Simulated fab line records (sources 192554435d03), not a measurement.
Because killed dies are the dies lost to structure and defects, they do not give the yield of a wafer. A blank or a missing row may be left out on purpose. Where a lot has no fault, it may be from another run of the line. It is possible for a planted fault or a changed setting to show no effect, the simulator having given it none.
Which tool is to blame? :: flow n5-finfet :: Sampling: 10 lots, 29 wafers, 6 of 1938 route steps

== WHAT EACH GAUGE READ, for each wafer ==
N5_BEOL_M0_RS_MEAS_126: a four-point-probe measurement. Usual: M0_RS typically reads 0.539 ohm/sq, with standard deviation 0.02.
lot: L340
measured: day 6 16:00
on: film-metro-01
M0_RS (ohm/sq): 0.539 0.545 0.545
flag: 

lot: L341
measured: day 6 22:08
on: film-metro-02
M0_RS (ohm/sq): 0.563 0.571 0.524
flag: 

lot: L342
measured: day 7 03:38
on: film-metro-01
M0_RS (ohm/sq): 0.513 0.525 0.517
flag: 

lot: L345
measured: day 7 20:08
on: film-metro-02
M0_RS (ohm/sq): 0.569 0.559 0.535
flag: 

lot: L347
measured: day 8 11:19
on: film-metro-02
M0_RS (ohm/sq): 0.549 0.536 0.524
flag: 

lot: L348
measured: day 9 03:04
on: film-metro-02
M0_RS (ohm/sq): 0.531 0.520 0.546
flag: 

lot: L349
measured: day 9 08:13
on: film-metro-02
M0_RS (ohm/sq): 0.513 0.523 0.527
flag: 

lot: L351
measured: day 9 14:34
on: film-metro-01
M0_RS (ohm/sq): 0.523 0.526 0.521
flag: 

lot: L358
measured: day 11 05:34
on: film-metro-02
M0_RS (ohm/sq): 0.790 0.539 0.536
flag: OFF

lot: L360
measured: day 11 18:30
on: film-metro-01
M0_RS (ohm/sq): 0.532 0.769
flag: OFF

N5_BEOL_M4_RC_MEAS_101. Usual: DIBL_N 36.1 mV/V, standard deviation 1.4; DIBL_P 36.3 mV/V, standard deviation 1.4; IOFF_N 0.154 nA/um, standard deviation 0.021; IOFF_P 0.21 nA/um, standard deviation 0.032; ION_N 670 uA/um, standard deviation 8.1; ION_P 461 uA/um, standard deviation 7; SS_N 71.4 mV/dec, standard deviation 0.49; SS_P 73.3 mV/dec, standard deviation 0.5; VT_N 250.4 mV, standard deviation 2.6; VT_P -250 mV, standard deviation 3.7.
lot: L340
measured: day 9 13:38
on: prober-01
DIBL_N (mV/V): 36.2 36.6 38.0
DIBL_P (mV/V): 36.9 38.1 40.1
IOFF_N (nA/um): 0.161 0.170 0.195
IOFF_P (nA/um): 0.19 0.21 0.25
ION_N (uA/um): 672 673 679
ION_P (uA/um): 455 459 464
SS_N (mV/dec): 70.7 71.9 71.2
SS_P (mV/dec): 73.9 74.1 73.9
VT_N (mV): 249.6 250.5 248.4
VT_P (mV): -253 -256 -248
flag: 

lot: L341
measured: day 9 16:39
on: prober-01
DIBL_N (mV/V): 35.9 34.8 37.2
DIBL_P (mV/V): 35.7 33.5 36.3
IOFF_N (nA/um): 0.133 0.114 0.153
IOFF_P (nA/um): 0.21 0.18 0.22
ION_N (uA/um): 672 657 672
ION_P (uA/um): 469 464 464
SS_N (mV/dec): 70.8 70.9 70.8
SS_P (mV/dec): 72.8 72.1 73.4
VT_N (mV): 254.0 257.3 250.8
VT_P (mV): -249 -254 -248
flag: 

lot: L342
measured: day 9 19:14
on: prober-02
DIBL_N (mV/V): 33.3 36.0 34.6
DIBL_P (mV/V): 32.9 35.6 34.2
IOFF_N (nA/um): 0.124 0.170 0.146
IOFF_P (nA/um): 0.22 0.28 0.25
ION_N (uA/um): 664 676 681
ION_P (uA/um): 472 475 480
SS_N (mV/dec): 70.8 71.4 71.1
SS_P (mV/dec): 73.2 73.1 72.8
VT_N (mV): 252.9 246.2 250.2
VT_P (mV): -244 -242 -241
flag: 

lot: L345
measured: day 10 12:02
on: prober-02
DIBL_N (mV/V): 36.0 36.1 34.7
DIBL_P (mV/V): 36.1 36.0 34.3
IOFF_N (nA/um): 0.164 0.164 0.138
IOFF_P (nA/um): 0.26 0.26 0.24
ION_N (uA/um): 671 669 676
ION_P (uA/um): 467 468 472
SS_N (mV/dec): 71.0 71.2 70.9
SS_P (mV/dec): 73.4 74.3 73.3
VT_N (mV): 248.0 248.1 251.7
VT_P (mV): -244 -245 -248
flag: 

lot: L347
measured: day 11 08:02
on: prober-01
DIBL_N (mV/V): 35.1 36.4 35.4
DIBL_P (mV/V): 36.0 37.5 36.5
IOFF_N (nA/um): 0.141 0.166 0.148
IOFF_P (nA/um): 0.20 0.22 0.21
ION_N (uA/um): 662 678 668
ION_P (uA/um): 457 466 464
SS_N (mV/dec): 71.4 71.6 71.1
SS_P (mV/dec): 73.0 73.6 73.7
VT_N (mV): 254.2 249.0 252.4
VT_P (mV): -249 -251 -250
flag: 

lot: L348
measured: day 11 15:20
on: prober-01
DIBL_N (mV/V): 37.1 38.1 36.8
DIBL_P (mV/V): 35.0 36.5 35.5
IOFF_N (nA/um): 0.145 0.171 0.142
IOFF_P (nA/um): 0.19 0.22 0.19
ION_N (uA/um): 661 664 663
ION_P (uA/um): 449 459 458
SS_N (mV/dec): 70.9 71.4 71.2
SS_P (mV/dec): 72.9 73.3 72.8
VT_N (mV): 252.3 250.1 250.8
VT_P (mV): -252 -250 -254
flag: 

lot: L349
measured: day 12 08:41
on: prober-01
DIBL_N (mV/V): 36.6 35.7 35.4
DIBL_P (mV/V): 36.9 36.5 35.8
IOFF_N (nA/um): 0.168 0.154 0.154
IOFF_P (nA/um): 0.25 0.23 0.23
ION_N (uA/um): 666 666 668
ION_P (uA/um): 461 464 461
SS_N (mV/dec): 71.9 71.9 72.2
SS_P (mV/dec): 73.8 73.5 73.0
VT_N (mV): 248.4 250.2 253.2
VT_P (mV): -245 -249 -250
flag: 

lot: L351
measured: day 11 20:16
on: prober-01
DIBL_N (mV/V): 34.6 35.1 32.7
DIBL_P (mV/V): 35.6 35.7 31.8
IOFF_N (nA/um): 0.141 0.139 0.103
IOFF_P (nA/um): 0.17 0.16 0.12
ION_N (uA/um): 676 673 649
ION_P (uA/um): 457 448 439
SS_N (mV/dec): 71.6 71.4 70.6
SS_P (mV/dec): 73.4 73.7 72.3
VT_N (mV): 252.6 254.0 258.4
VT_P (mV): -256 -257 -259
flag: 

lot: L358
measured: day 14 16:38
on: prober-02
DIBL_N (mV/V): 37.8 37.4 38.6
DIBL_P (mV/V): 38.2 37.7 39.7
IOFF_N (nA/um): 0.167 0.154 0.186
IOFF_P (nA/um): 0.22 0.21 0.24
ION_N (uA/um): 665 661 679
ION_P (uA/um): 453 459 463
SS_N (mV/dec): 71.4 71.3 71.7
SS_P (mV/dec): 73.6 73.1 73.4
VT_N (mV): 249.4 250.7 250.4
VT_P (mV): -250 -251 -251
flag: 

lot: L360
measured: day 15 03:52
on: prober-01
DIBL_N (mV/V): 38.4 37.2
DIBL_P (mV/V): 39.0 37.6
IOFF_N (nA/um): 0.203 0.176
IOFF_P (nA/um): 0.27 0.25
ION_N (uA/um): 669 677
ION_P (uA/um): 463 469
SS_N (mV/dec): 72.2 71.7
SS_P (mV/dec): 74.1 73.3
VT_N (mV): 247.8 249.6
VT_P (mV): -246 -245
flag: 

== WHAT TOOL EACH LOT RAN ON (gives the tool, then ch and the chambers of the sampled wafers, and finally the start) ==
lot: L340
N5_BEOL_M0_SAQP_ILD_DEP_01: pecvd-02 ch 0,2, day 6 00:47
N5_BEOL_M0_SPUTTER_132: pvd-sputter-03, day 6 14:33
N5_BEOL_M0_ANNEAL_133: pvd-sputter-03, day 6 14:38
N5_BEOL_M0_ANNEAL_119: rtp-anneal-01 ch 0, day 6 14:59

lot: L341
N5_BEOL_M0_SAQP_ILD_DEP_01: pecvd-01 ch 1,2, day 6 08:01
N5_BEOL_M0_SPUTTER_132: pvd-sputter-01, day 6 20:50
N5_BEOL_M0_ANNEAL_133: pvd-sputter-01, day 6 20:55
N5_BEOL_M0_ANNEAL_119: rtp-anneal-01 ch 0, day 6 21:17

lot: L342
N5_BEOL_M0_SAQP_ILD_DEP_01: pecvd-04 ch 0,1,2, day 6 16:01
N5_BEOL_M0_SPUTTER_132: pvd-sputter-03, day 7 02:11
N5_BEOL_M0_ANNEAL_133: pvd-sputter-03, day 7 02:16
N5_BEOL_M0_ANNEAL_119: rtp-anneal-02 ch 0, day 7 02:40

lot: L345
N5_BEOL_M0_SAQP_ILD_DEP_01: pecvd-01 ch 0,1, day 7 05:17
N5_BEOL_M0_SPUTTER_132: pvd-sputter-02, day 7 18:50
N5_BEOL_M0_ANNEAL_133: pvd-sputter-02, day 7 18:55
N5_BEOL_M0_ANNEAL_119: rtp-anneal-02 ch 0, day 7 19:16

lot: L347
N5_BEOL_M0_SAQP_ILD_DEP_01: pecvd-04 ch 0,1, day 7 19:33
N5_BEOL_M0_SPUTTER_132: pvd-sputter-03, day 8 07:40
N5_BEOL_M0_ANNEAL_133: pvd-sputter-03, day 8 07:45
N5_BEOL_M0_ANNEAL_119: rtp-anneal-01 ch 0, day 8 08:22

lot: L348
N5_BEOL_M0_SAQP_ILD_DEP_01: pecvd-04 ch 0,1, day 8 08:35
N5_BEOL_M0_SPUTTER_132: pvd-sputter-03, day 9 01:46
N5_BEOL_M0_ANNEAL_133: pvd-sputter-03, day 9 01:51
N5_BEOL_M0_ANNEAL_119: rtp-anneal-02 ch 0, day 9 02:17

lot: L349
N5_BEOL_M0_SAQP_ILD_DEP_01: pecvd-04 ch 0,1,2, day 8 21:10
N5_BEOL_M0_SPUTTER_132: pvd-sputter-01, day 9 06:55
N5_BEOL_M0_ANNEAL_133: pvd-sputter-01, day 9 07:00
N5_BEOL_M0_ANNEAL_119: rtp-anneal-02 ch 0, day 9 07:29

lot: L351
N5_BEOL_M0_SAQP_ILD_DEP_01: pecvd-01 ch 0,1, day 9 03:10
N5_BEOL_M0_SPUTTER_132: pvd-sputter-02, day 9 13:15
N5_BEOL_M0_ANNEAL_133: pvd-sputter-02, day 9 13:20
N5_BEOL_M0_ANNEAL_119: rtp-anneal-01 ch 0, day 9 13:41

lot: L358
N5_BEOL_M0_SAQP_ILD_DEP_01: pecvd-01 ch 0,1, day 10 15:01
N5_BEOL_M0_SPUTTER_132: pvd-sputter-03, day 11 03:31
N5_BEOL_M0_ANNEAL_133: pvd-sputter-03, day 11 03:35
N5_BEOL_M0_ANNEAL_119: rtp-anneal-01 ch 0, day 11 04:45

lot: L360
N5_BEOL_M0_SAQP_ILD_DEP_01: pecvd-01 ch 0,1, day 11 03:44
N5_BEOL_M0_SPUTTER_132: pvd-sputter-01, day 11 17:07
N5_BEOL_M0_ANNEAL_133: pvd-sputter-01, day 11 17:11
N5_BEOL_M0_ANNEAL_119: rtp-anneal-01 ch 0, day 11 17:44
- N5_BEOL_M0_SAQP_ILD_DEP_01: deposits SiOC from DEMS/O2, target thk 45.419 nm, time 8.7 s.
- N5_BEOL_M0_SPUTTER_132: material Cu, target thk 4 nm, time 7.37 s.
- N5_BEOL_M0_ANNEAL_133: time 60 s.
- N5_BEOL_M0_ANNEAL_119: time 90 s.

== WHAT THE TOOLS THEMSELVES READ (means of the sampled wafers that have a number; where no wafer has one, the mark that the record gives instead) ==
N5_BEOL_M0_SAQP_ILD_DEP_01. Usual: heater-power-w 493 W, standard deviation 65; showerhead-plenum-p-Torr 5.692 Torr, standard deviation 0.011; showerhead-vpp-V 1340 V, standard deviation 45; throttle-valve-pct 11.6 %, standard deviation 0.66.
lot: L340
tool: pecvd-02
heater-power-w (W): 549
showerhead-plenum-p-Torr (Torr): 5.705
showerhead-vpp-V (V): 1339
throttle-valve-pct (%): 11.9
flag: 

lot: L341
tool: pecvd-01
heater-power-w (W): 444
showerhead-plenum-p-Torr (Torr): 5.691
showerhead-vpp-V (V): 1347
throttle-valve-pct (%): 11.7
flag: 

lot: L342
tool: pecvd-04
heater-power-w (W): 491
showerhead-plenum-p-Torr (Torr): 5.694
showerhead-vpp-V (V): 1312
throttle-valve-pct (%): 11.5
flag: 

lot: L345
tool: pecvd-01
heater-power-w (W): 507
showerhead-plenum-p-Torr (Torr): 5.681
showerhead-vpp-V (V): 1365
throttle-valve-pct (%): 11.9
flag: 

lot: L347
tool: pecvd-04
heater-power-w (W): 469
showerhead-plenum-p-Torr (Torr): 5.687
showerhead-vpp-V (V): 1261
throttle-valve-pct (%): 11.8
flag: 

lot: L348
tool: pecvd-04
heater-power-w (W): 445
showerhead-plenum-p-Torr (Torr): 5.686
showerhead-vpp-V (V): 1275
throttle-valve-pct (%): 11.7
flag: 

lot: L349
tool: pecvd-04
heater-power-w (W): 472
showerhead-plenum-p-Torr (Torr): 5.694
showerhead-vpp-V (V): 1294
throttle-valve-pct (%): 11.4
flag: 

lot: L351
tool: pecvd-01
heater-power-w (W): 526
showerhead-plenum-p-Torr (Torr): 5.697
showerhead-vpp-V (V): 1389
throttle-valve-pct (%): 11.8
flag: 

lot: L358
tool: pecvd-01
heater-power-w (W): 568
showerhead-plenum-p-Torr (Torr): 5.690
showerhead-vpp-V (V): 1384
throttle-valve-pct (%): 11.8
flag: 

lot: L360
tool: pecvd-01
heater-power-w (W): 518
showerhead-plenum-p-Torr (Torr): 5.683
showerhead-vpp-V (V): 1372
throttle-valve-pct (%): 11.9
flag: 

N5_BEOL_M0_SPUTTER_132. Usual: chuck-gas-flow-sccm 1.26 sccm, standard deviation 0.053; throttle-valve-pct 30.8 %, standard deviation 1.3.
lot: L340
tool: pvd-sputter-03
chuck-gas-flow-sccm (sccm): 1.20
throttle-valve-pct (%): 30.0
flag: 

lot: L341
tool: pvd-sputter-01
chuck-gas-flow-sccm (sccm): 1.30
throttle-valve-pct (%): 31.5
flag: 

lot: L342
tool: pvd-sputter-03
chuck-gas-flow-sccm (sccm): 1.32
throttle-valve-pct (%): 29.5
flag: 

lot: L345
tool: pvd-sputter-02
chuck-gas-flow-sccm (sccm): 1.27
throttle-valve-pct (%): 29.8
flag: 

lot: L347
tool: pvd-sputter-03
chuck-gas-flow-sccm (sccm): 1.30
throttle-valve-pct (%): 30.7
flag: 

lot: L348
tool: pvd-sputter-03
chuck-gas-flow-sccm (sccm): 1.27
throttle-valve-pct (%): 31.4
flag: 

lot: L349
tool: pvd-sputter-01
chuck-gas-flow-sccm (sccm): 1.26
throttle-valve-pct (%): 30.9
flag: 

lot: L351
tool: pvd-sputter-02
chuck-gas-flow-sccm (sccm): 1.26
throttle-valve-pct (%): 29.1
flag: 

lot: L358
tool: pvd-sputter-03
chuck-gas-flow-sccm (sccm): 1.23
throttle-valve-pct (%): 31.0
flag: 

lot: L360
tool: pvd-sputter-01
chuck-gas-flow-sccm (sccm): 1.24
throttle-valve-pct (%): 29.8
flag: 

N5_BEOL_M0_ANNEAL_133. Usual: heater-power-w 838 W, standard deviation 59; susceptor_temp_C_max 401.1, standard deviation 0.41.
lot: L340
tool: pvd-sputter-03
heater-power-w (W): 836
susceptor_temp_C_max: 401.5
flag: 

lot: L341
tool: pvd-sputter-01
heater-power-w (W): 894
susceptor_temp_C_max: 401.2
flag: 

lot: L342
tool: pvd-sputter-03
heater-power-w (W): 789
susceptor_temp_C_max: 401.7
flag: 

lot: L345
tool: pvd-sputter-02
heater-power-w (W): 796
susceptor_temp_C_max: 401.1
flag: 

lot: L347
tool: pvd-sputter-03
heater-power-w (W): 800
susceptor_temp_C_max: 401.1
flag: 

lot: L348
tool: pvd-sputter-03
heater-power-w (W): 824
susceptor_temp_C_max: 401.4
flag: 

lot: L349
tool: pvd-sputter-01
heater-power-w (W): 846
susceptor_temp_C_max: 400.7
flag: 

lot: L351
tool: pvd-sputter-02
heater-power-w (W): 815
susceptor_temp_C_max: 401.0
flag: 

lot: L358
tool: pvd-sputter-03
heater-power-w (W): 831
susceptor_temp_C_max: 401.0
flag: 

lot: L360
tool: pvd-sputter-01
heater-power-w (W): 940
susceptor_temp_C_max: 401.2
flag: 

N5_BEOL_M0_ANNEAL_119. Usual: 226.05 for wafer_temp_C_max, sd 0.25.
lot: L340
tool: rtp-anneal-01
wafer_temp_C_max: 226.16
flag: 

lot: L341
tool: rtp-anneal-01
wafer_temp_C_max: 226.14
flag: 

lot: L342
tool: rtp-anneal-02
wafer_temp_C_max: 225.91
flag: 

lot: L345
tool: rtp-anneal-02
wafer_temp_C_max: 226.03
flag: 

lot: L347
tool: rtp-anneal-01
wafer_temp_C_max: 226.39
flag: 

lot: L348
tool: rtp-anneal-02
wafer_temp_C_max: 226.21
flag: 

lot: L349
tool: rtp-anneal-02
wafer_temp_C_max: 226.28
flag: 

lot: L351
tool: rtp-anneal-01
wafer_temp_C_max: 226.22
flag: 

lot: L358
tool: rtp-anneal-01
wafer_temp_C_max: 226.00
flag: 

lot: L360
tool: rtp-anneal-01
wafer_temp_C_max: 226.15
flag: 

== THE ANSWER, worked out from the rows above alone ==
Rule: lot off if the mean of its wafers having a number is beyond 3 standard deviations from the usual mean. A lot without any number at a reading at which 4 lots or more have one is off too. Where the step has rows for the other lots, those lots are counted as sound. The gauges are gone through in route order, then the tools' own readings, and for those a lot's mean is taken as printed above. The first step at which some lot is off is used, and at that step the reading that is off furthest; a lot without a number counts as furthest.
Off: L358, L360, at N5_BEOL_M0_RS_MEAS_126 (M0_RS).
A tool fits if, at a process step before that reading, it ran every lot that is off, and no sound lot after the first of them. Gauges at N5_BEOL_M0_RS_MEAS_126: tried the same way as those tools. Can't be told from this: 2 tools fit, pecvd-01 at N5_BEOL_M0_SAQP_ILD_DEP_01, rtp-anneal-01 at N5_BEOL_M0_ANNEAL_119.

== WHAT THE SIMULATOR HAD INSERTED ==
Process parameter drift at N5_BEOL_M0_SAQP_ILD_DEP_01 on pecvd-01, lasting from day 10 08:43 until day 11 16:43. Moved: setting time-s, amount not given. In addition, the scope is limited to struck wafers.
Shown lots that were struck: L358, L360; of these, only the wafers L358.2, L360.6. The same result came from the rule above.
